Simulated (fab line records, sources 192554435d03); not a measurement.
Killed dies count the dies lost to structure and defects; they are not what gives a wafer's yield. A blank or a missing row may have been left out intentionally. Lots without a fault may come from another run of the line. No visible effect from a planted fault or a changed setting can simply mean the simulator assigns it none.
What tool caused it? :: flow n5 finfet :: 29 wafers from 10 lots sampled at 5 of the route's 1938 steps

## WHAT EACH GAUGE READ, for each wafer
N5_BEOL_M4_RC_MEAS_101. Usual: DIBL_N 36.3 mV/V, standard deviation 1.9; DIBL_P 36.0 mV/V, standard deviation 2.1; IOFF_N 0.16 nA/um, standard deviation 0.031; IOFF_P 0.21 nA/um, standard deviation 0.035; ION_N 675 uA/um, standard deviation 14; ION_P 464 uA/um, standard deviation 8.5; SS_N 71.5 mV/dec, standard deviation 0.6; SS_P 73.3 mV/dec, standard deviation 0.72; VT_N 250 mV, standard deviation 3.2; VT_P -250 mV, standard deviation 3.1.
lot: L407
measured: day 7 18:26
on: prober-02
DIBL_N (mV/V): 37.9 38.2 37.5
DIBL_P (mV/V): 38.3 39.7 38.2
IOFF_N (nA/um): 0.19 0.21 0.19
IOFF_P (nA/um): 0.27 0.31 0.27
ION_N (uA/um): 683 705 688
ION_P (uA/um): 472 484 470
SS_N (mV/dec): 71.8 71.7 71.7
SS_P (mV/dec): 74.1 74.4 74.0
VT_N (mV): 247 245 245
VT_P (mV): -245 -244 -246
flag: 

lot: L409
measured: day 8 06:11
on: prober-01
DIBL_N (mV/V): 33.5 37.7 34.6
DIBL_P (mV/V): 31.3 36.1 32.5
IOFF_N (nA/um): 0.11 0.17 0.13
IOFF_P (nA/um): 0.14 0.20 0.15
ION_N (uA/um): 649 662 664
ION_P (uA/um): 443 455 452
SS_N (mV/dec): 70.3 72.0 71.9
SS_P (mV/dec): 72.5 73.5 72.4
VT_N (mV): 254 253 253
VT_P (mV): -258 -252 -256
flag: 

lot: L411
measured: day 8 18:02
on: prober-02
DIBL_N (mV/V): 36.8 35.1 34.9
DIBL_P (mV/V): 36.4 34.4 34.6
IOFF_N (nA/um): 0.15 0.13 0.13
IOFF_P (nA/um): 0.20 0.18 0.18
ION_N (uA/um): 654 664 668
ION_P (uA/um): 452 455 459
SS_N (mV/dec): 72.1 70.7 71.4
SS_P (mV/dec): 73.0 72.6 73.1
VT_N (mV): 254 253 253
VT_P (mV): -254 -253 -253
flag: 

lot: L413
measured: day 9 06:25
on: prober-02
DIBL_N (mV/V): 39.9 38.3 37.1
DIBL_P (mV/V): 40.2 37.8 35.9
IOFF_N (nA/um): 0.22 0.18 0.17
IOFF_P (nA/um): 0.26 0.23 0.21
ION_N (uA/um): 692 689 701
ION_P (uA/um): 471 473 477
SS_N (mV/dec): 72.2 71.7 71.5
SS_P (mV/dec): 75.1 73.6 74.6
VT_N (mV): 247 247 246
VT_P (mV): -246 -246 -248
flag: 

lot: L415
measured: day 9 10:14
on: prober-01
DIBL_N (mV/V): 33.6 36.4 35.0
DIBL_P (mV/V): 31.7 35.0 34.1
IOFF_N (nA/um): 0.10 0.14 0.12
IOFF_P (nA/um): 0.16 0.21 0.20
ION_N (uA/um): 667 675 663
ION_P (uA/um): 464 462 462
SS_N (mV/dec): 70.8 72.4 70.9
SS_P (mV/dec): 71.8 72.9 72.1
VT_N (mV): 257 252 255
VT_P (mV): -254 -248 -249
flag: 

lot: L427
measured: day 13 01:41
on: prober-01
DIBL_N (mV/V): 35.2 35.7 37.2
DIBL_P (mV/V): 36.5 36.8 39.7
IOFF_N (nA/um): 0.14 0.16 0.19
IOFF_P (nA/um): 0.17 0.18 0.22
ION_N (uA/um): 678 681 698
ION_P (uA/um): 458 457 471
SS_N (mV/dec): 70.4 71.7 72.5
SS_P (mV/dec): 72.9 73.2 73.5
VT_N (mV): 248 248 246
VT_P (mV): -257 -254 -250
flag: 

lot: L423
measured: day 13 07:18
on: prober-02
DIBL_N (mV/V): 39.3 36.0 36.2
DIBL_P (mV/V): 40.2 35.6 36.0
IOFF_N (nA/um): 0.22 0.15 0.15
IOFF_P (nA/um): 0.29 0.19 0.20
ION_N (uA/um): 696 694 686
ION_P (uA/um): 484 475 472
SS_N (mV/dec): 72.3 70.8 71.5
SS_P (mV/dec): 74.4 73.4 73.3
VT_N (mV): 246 249 249
VT_P (mV): -245 -251 -252
flag: 

lot: L424
measured: day 14 01:24
on: prober-01
DIBL_N (mV/V): 38.9 36.9 37.8
DIBL_P (mV/V): 37.9 34.5 36.4
IOFF_N (nA/um): 0.18 0.15 0.15
IOFF_P (nA/um): 0.24 0.19 0.22
ION_N (uA/um): 673 673 648
ION_P (uA/um): 462 456 451
SS_N (mV/dec): 71.4 71.2 72.2
SS_P (mV/dec): 74.0 73.6 74.2
VT_N (mV): 248 249 253
VT_P (mV): -249 -252 -252
flag: 

lot: L420
measured: day 14 08:04
on: prober-02
DIBL_N (mV/V): 37.1 37.9 36.8
DIBL_P (mV/V): 36.4 38.7 35.7
IOFF_N (nA/um): 0.16 0.19 0.15
IOFF_P (nA/um): 0.20 0.26 0.21
ION_N (uA/um): 672 674 676
ION_P (uA/um): 461 468 469
SS_N (mV/dec): 72.1 71.9 71.6
SS_P (mV/dec): 73.9 74.0 73.9
VT_N (mV): 255 250 251
VT_P (mV): -252 -248 -250
flag: 

lot: L426
measured: day 14 09:01
on: prober-01
DIBL_N (mV/V): 36.4 36.8
DIBL_P (mV/V): 36.4 38.3
IOFF_N (nA/um): 0.18 0.19
IOFF_P (nA/um): 0.21 0.24
ION_N (uA/um): 668 685
ION_P (uA/um): 460 466
SS_N (mV/dec): 72.1 71.9
SS_P (mV/dec): 73.0 74.0
VT_N (mV): 249 247
VT_P (mV): -249 -248
flag: 

## EACH LOT AND THE TOOL THAT RAN IT (in order: tool; ch and the chambers of the sampled wafers; start)
lot: L407
N5_BEOL_M2_STRIP_97: rie diel-02 ch 0,3, day 6 20:04 or earlier
N5_BEOL_M2_CVD_47: cvd co-02 ch 0,1,2, day 6 20:04
N5_BEOL_M2_SPUTTER_48: pvd sputter-02, day 6 20:14
N5_BEOL_M2_ANNEAL_49: pvd sputter-02, day 6 20:20

lot: L409
N5_BEOL_M2_STRIP_97: rie diel-02 ch 0,2,3, day 7 08:02 or earlier
N5_BEOL_M2_CVD_47: cvd co-01 ch 1,2, day 7 08:02
N5_BEOL_M2_SPUTTER_48: pvd sputter-01, day 7 08:14
N5_BEOL_M2_ANNEAL_49: pvd sputter-01, day 7 08:19

lot: L411
N5_BEOL_M2_STRIP_97: rie diel-02 ch 0,2,3, day 7 19:19 or earlier
N5_BEOL_M2_CVD_47: cvd co-02 ch 0,1, day 7 19:19
N5_BEOL_M2_SPUTTER_48: pvd sputter-01, day 7 21:18
N5_BEOL_M2_ANNEAL_49: pvd sputter-01, day 7 21:23

lot: L413
N5_BEOL_M2_STRIP_97: rie diel-03 ch 0,1,2, day 8 05:43 or earlier
N5_BEOL_M2_CVD_47: cvd co-01 ch 0,1,2, day 8 05:43
N5_BEOL_M2_SPUTTER_48: pvd sputter-03, day 8 05:56
N5_BEOL_M2_ANNEAL_49: pvd sputter-03, day 8 06:01

lot: L415
N5_BEOL_M2_STRIP_97: rie diel-03 ch 0,1,3, day 8 10:58 or earlier
N5_BEOL_M2_CVD_47: cvd co-01 ch 0,1,2, day 8 10:58
N5_BEOL_M2_SPUTTER_48: pvd sputter-03, day 8 11:08
N5_BEOL_M2_ANNEAL_49: pvd sputter-03, day 8 11:13

lot: L427
N5_BEOL_M2_STRIP_97: rie diel-03 ch 0,1,2, day 11 23:31 or earlier
N5_BEOL_M2_CVD_47: cvd co-02 ch 0,1,2, day 11 23:31
N5_BEOL_M2_SPUTTER_48: pvd sputter-02, day 11 23:41
N5_BEOL_M2_ANNEAL_49: pvd sputter-02, day 11 23:46

lot: L423
N5_BEOL_M2_STRIP_97: rie diel-02 ch 0,1, day 12 01:45 or earlier
N5_BEOL_M2_CVD_47: cvd co-01 ch 0,1, day 12 01:45
N5_BEOL_M2_SPUTTER_48: pvd sputter-01, day 12 01:57
N5_BEOL_M2_ANNEAL_49: pvd sputter-01, day 12 02:02

lot: L424
N5_BEOL_M2_STRIP_97: rie diel-04 ch 1,2,3, day 12 06:02 or earlier
N5_BEOL_M2_CVD_47: cvd co-02 ch 0,1,2, day 12 06:02
N5_BEOL_M2_SPUTTER_48: pvd sputter-03, day 12 06:15
N5_BEOL_M2_ANNEAL_49: pvd sputter-03, day 12 06:20

lot: L420
N5_BEOL_M2_STRIP_97: rie diel-02 ch 1,2,3, day 12 11:13 or earlier
N5_BEOL_M2_CVD_47: cvd co-01 ch 0,1,2, day 12 11:13
N5_BEOL_M2_SPUTTER_48: pvd sputter-03, day 12 11:27
N5_BEOL_M2_ANNEAL_49: pvd sputter-03, day 12 11:32

lot: L426
N5_BEOL_M2_STRIP_97: rie diel-04 ch 2,3, day 12 12:03 or earlier
N5_BEOL_M2_CVD_47: cvd co-01 ch 0,1, day 12 12:03
N5_BEOL_M2_SPUTTER_48: pvd sputter-02, day 12 12:19
N5_BEOL_M2_ANNEAL_49: pvd sputter-02, day 12 12:23
- N5_BEOL_M2_STRIP_97: strips in N2/H2, time 10 s.
- N5_BEOL_M2_CVD_47: deposits Co from CCTBA/H2, target thk 3 nm, time 223.8 s.
- N5_BEOL_M2_SPUTTER_48: material Cu, target thk 4.5 nm, time 8.29 s.
- N5_BEOL_M2_ANNEAL_49: time 240 s.

## WHAT THE TOOLS THEMSELVES READ (means of the sampled wafers that have a number; where no wafer has one, the mark that the record gives instead)
N5_BEOL_M2_STRIP_97. Usual: drypump motor current A 6.0 A, standard deviation 0.42; oes product au 0.80 a.u., standard deviation 0.08; rf vpp V 59.3 V, standard deviation 0.95; showerhead plenum p Torr 2.55 Torr, standard deviation 0.11; throttle valve pct 23.65 %, standard deviation 0.28.
lot: L407
tool: rie diel-02
drypump motor current A (A): 6.4
oes product au (a.u.): 0.86
rf vpp V (V): 58.4
showerhead plenum p Torr (Torr): 2.55
throttle valve pct (%): 23.94
flag: 

lot: L409
tool: rie diel-02
drypump motor current A (A): 6.3
oes product au (a.u.): 0.81
rf vpp V (V): 59.5
showerhead plenum p Torr (Torr): 2.56
throttle valve pct (%): 23.76
flag: 

lot: L411
tool: rie diel-02
drypump motor current A (A): 6.2
oes product au (a.u.): 0.82
rf vpp V (V): 59.1
showerhead plenum p Torr (Torr): 2.56
throttle valve pct (%): 23.76
flag: 

lot: L413
tool: rie diel-03
drypump motor current A (A): 5.6
oes product au (a.u.): 0.76
rf vpp V (V): 59.2
showerhead plenum p Torr (Torr): 2.49
throttle valve pct (%): 23.74
flag: 

lot: L415
tool: rie diel-03
drypump motor current A (A): 5.7
oes product au (a.u.): 0.80
rf vpp V (V): 59.7
showerhead plenum p Torr (Torr): 2.55
throttle valve pct (%): 23.53
flag: 

lot: L427
tool: rie diel-03
drypump motor current A (A): 5.6
oes product au (a.u.): 0.83
rf vpp V (V): 60.5
showerhead plenum p Torr (Torr): 2.59
throttle valve pct (%): 23.70
flag: 

lot: L423
tool: rie diel-02
drypump motor current A (A): 6.3
oes product au (a.u.): 0.75
rf vpp V (V): 59.9
showerhead plenum p Torr (Torr): 2.51
throttle valve pct (%): 23.86
flag: 

lot: L424
tool: rie diel-04
drypump motor current A (A): 6.0
oes product au (a.u.): 0.79
rf vpp V (V): 58.7
showerhead plenum p Torr (Torr): 2.47
throttle valve pct (%): 23.53
flag: 

lot: L420
tool: rie diel-02
drypump motor current A (A): 6.2
oes product au (a.u.): 0.82
rf vpp V (V): 60.5
showerhead plenum p Torr (Torr): 2.64
throttle valve pct (%): 23.69
flag: 

lot: L426
tool: rie diel-04
drypump motor current A (A): 5.8
oes product au (a.u.): 0.77
rf vpp V (V): 59.5
showerhead plenum p Torr (Torr): 2.42
throttle valve pct (%): 23.54
flag: 

N5_BEOL_M2_CVD_47. Usual: 246.6 s for run length s, sd 0.31.
lot: L407
tool: cvd co-02
run length s (s): 246.8
flag: 

lot: L409
tool: cvd co-01
run length s (s): 246.4
flag: 

lot: L411
tool: cvd co-02
run length s (s): 246.6
flag: 

lot: L413
tool: cvd co-01
run length s (s): 246.7
flag: 

lot: L415
tool: cvd co-01
run length s (s): 246.4
flag: 

lot: L427
tool: cvd co-02
run length s (s): 246.7
flag: 

lot: L423
tool: cvd co-01
run length s (s): 247.9
flag: OFF

lot: L424
tool: cvd co-02
run length s (s): 246.8
flag: 

lot: L420
tool: cvd co-01
run length s (s): 248.1
flag: OFF

lot: L426
tool: cvd co-01
run length s (s): 248.8
flag: OFF

N5_BEOL_M2_SPUTTER_48. Usual: 29.7 % for throttle valve pct, sd 1.
lot: L407
tool: pvd sputter-02
throttle valve pct (%): 28.9
flag: 

lot: L409
tool: pvd sputter-01
throttle valve pct (%): 30.6
flag: 

lot: L411
tool: pvd sputter-01
throttle valve pct (%): 30.6
flag: 

lot: L413
tool: pvd sputter-03
throttle valve pct (%): 29.4
flag: 

lot: L415
tool: pvd sputter-03
throttle valve pct (%): 30.3
flag: 

lot: L427
tool: pvd sputter-02
throttle valve pct (%): 29.4
flag: 

lot: L423
tool: pvd sputter-01
throttle valve pct (%): 30.3
flag: 

lot: L424
tool: pvd sputter-03
throttle valve pct (%): 29.4
flag: 

lot: L420
tool: pvd sputter-03
throttle valve pct (%): 29.4
flag: 

lot: L426
tool: pvd sputter-02
throttle valve pct (%): 28.6
flag: 

N5_BEOL_M2_ANNEAL_49. Usual: 830 W for heater power w, sd 42.
lot: L407
tool: pvd sputter-02
heater power w (W): 816
flag: 

lot: L409
tool: pvd sputter-01
heater power w (W): 796
flag: 

lot: L411
tool: pvd sputter-01
heater power w (W): 813
flag: 

lot: L413
tool: pvd sputter-03
heater power w (W): 851
flag: 

lot: L415
tool: pvd sputter-03
heater power w (W): 855
flag: 

lot: L427
tool: pvd sputter-02
heater power w (W): 802
flag: 

lot: L423
tool: pvd sputter-01
heater power w (W): 790
flag: 

lot: L424
tool: pvd sputter-03
heater power w (W): 862
flag: 

lot: L420
tool: pvd sputter-03
heater power w (W): 844
flag: 

lot: L426
tool: pvd sputter-02
heater power w (W): 806
flag: 

## THE ANSWER, worked out from the rows above alone
Rule: take the mean of a lot's wafers that have a number; if it is more than 3 standard deviations from the usual mean, the lot is off. A lot without any number at a reading at which 4 lots or more have one is off too. Any other lot the step has rows for is counted as sound. Order of review: gauges by route order, followed by the tools' own readings, for which a lot's mean as printed above is used. At the first step where some lot is off, the reading lying furthest off is the one used; lots without a number count as furthest.
Off: L423, L420, L426 (N5_BEOL_M2_CVD_47, run length s).
A tool fits if, at that step or a process step before it, it ran every lot that is off, and no sound lot after the first of them. N5_BEOL_M2_STRIP_97 gives no start for some lots, so the hours and the order of its lots are those of N5_BEOL_M2_CVD_47. One candidate fits, namely cvd co-01 at N5_BEOL_M2_CVD_47. A fault onset in the window from L415 (day 8 10:58, its last sound lot) to L423 (day 12 01:45, its first lot off) fits.
On the lots that are off, the tool's own readings at N5_BEOL_M2_CVD_47 differ by more than 5 times the standard deviation of the sound lots' means, which bears it out; run length s reads 248.3 s there versus 246.6 s on the sound lots.

## WHAT THE SIMULATOR PUT IN
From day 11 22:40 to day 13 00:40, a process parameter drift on cvd co-01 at N5_BEOL_M2_CVD_47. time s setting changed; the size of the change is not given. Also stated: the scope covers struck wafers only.
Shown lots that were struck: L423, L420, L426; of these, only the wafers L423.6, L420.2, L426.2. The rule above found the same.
